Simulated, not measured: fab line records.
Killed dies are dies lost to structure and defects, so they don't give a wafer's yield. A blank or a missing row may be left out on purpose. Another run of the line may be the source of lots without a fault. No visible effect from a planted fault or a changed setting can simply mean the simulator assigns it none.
Matching of chambers    flow n5_finfet    4 sister chambers for N5_BEOL_M7_STRIP_67 on rie_diel-04
The step strips in CF4. 4 wafers are shown with their chamber, then 11 later ones without.

WAFERS WITH THEIR CHAMBER
wafer   chamber  drypump_motor_current_A (A)
L081.2  3        5.9
L083.6  1        6.3
L086.1  0        5.3
L090.1  2        4.9

WAFERS MISSING THEIR CHAMBER
wafer   drypump_motor_current_A (A)
L090.4  6.3
L090.5  5.3
L092.1  5.9
L092.4  5.3
L092.6  5.3
L097.3  6.2
L097.4  5.3
L097.6  6.2
L096.1  5.9
L096.2  4.9
L096.4  5.3

CHAMBER TAKEN BY EACH
wafer   from the rows above  in truth
L090.4  1                    1
L090.5  0                    0
L092.1  3                    3
L092.4  0                    0
L092.6  0                    0
L097.3  1                    1
L097.4  0                    0
L097.6  1                    1
L096.1  3                    3
L096.2  2                    2
L096.4  0                    0
Correct placement for 11 of the 11. Left unplaced by these rows: 0. Wrongly placed: 0.
How it was worked out, from the rows above alone: a wafer's distance from a chamber is the root of the sum, over the readings, of the square of ((its reading less the chamber's mean) divided by the reading's scatter). The wafer belongs to the nearest chamber; if the next one is less than 2 further off, it can't be placed. For every chamber, the mean is computed from those of its wafers that are shown. The scatter (one wafer shown for each chamber): square how far every hidden wafer sits from the nearest shown wafer, average those squares and take the square root.
